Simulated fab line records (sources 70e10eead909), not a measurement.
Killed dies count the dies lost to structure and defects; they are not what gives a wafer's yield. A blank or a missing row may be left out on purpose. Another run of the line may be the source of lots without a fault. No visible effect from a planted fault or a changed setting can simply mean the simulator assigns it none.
Chamber matching / flow nandHarc / NHARC_A_M1_DESCUM_14 on rieDiel-11 has 4 sister chambers
The step chemistry O2, time 3 s. 4 wafers are shown with their chamber, then 9 later ones without.

== WAFERS WITH THEIR CHAMBER ==
wafer=L086.3; chamber=2; drypumpMotorCurrentA (A)=6.3
wafer=L086.6; chamber=3; drypumpMotorCurrentA (A)=5.6
wafer=L087.5; chamber=0; drypumpMotorCurrentA (A)=6.3
wafer=L087.6; chamber=1; drypumpMotorCurrentA (A)=6.1

== WAFERS MISSING THEIR CHAMBER ==
wafer=L088.1; drypumpMotorCurrentA (A)=6.3
wafer=L088.2; drypumpMotorCurrentA (A)=6.3
wafer=L088.4; drypumpMotorCurrentA (A)=5.6
wafer=L093.1; drypumpMotorCurrentA (A)=6.1
wafer=L093.3; drypumpMotorCurrentA (A)=6.3
wafer=L093.4; drypumpMotorCurrentA (A)=6.3
wafer=L095.1; drypumpMotorCurrentA (A)=6.3
wafer=L095.2; drypumpMotorCurrentA (A)=6.3
wafer=L095.3; drypumpMotorCurrentA (A)=6.0

== CHAMBER TAKEN BY EACH ==
wafer=L088.1; from the rows above=can't be placed: 0 or 2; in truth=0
wafer=L088.2; from the rows above=can't be placed: 0 or 2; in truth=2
wafer=L088.4; from the rows above=3; in truth=3
wafer=L093.1; from the rows above=1; in truth=1
wafer=L093.3; from the rows above=can't be placed: 0 or 2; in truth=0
wafer=L093.4; from the rows above=can't be placed: 0 or 2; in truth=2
wafer=L095.1; from the rows above=can't be placed: 0 or 2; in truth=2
wafer=L095.2; from the rows above=can't be placed: 0 or 2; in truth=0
wafer=L095.3; from the rows above=1; in truth=1
Placed correctly: 3 of 9. Can't be placed from these rows: 6 (the true chamber is among the candidates in 6). Placed wrongly: 0.
How it was worked out, from the rows above alone: a wafer's distance from a chamber is the root of the sum, over the readings, of the square of ((its reading less the chamber's mean) divided by the reading's scatter). The wafer belongs to the nearest chamber; if the next one is less than 2 further off, it can't be placed. A chamber's mean is the mean of its shown wafers. The scatter: root of mean squared gap, hidden wafer to nearest shown wafer, with one shown wafer a chamber.
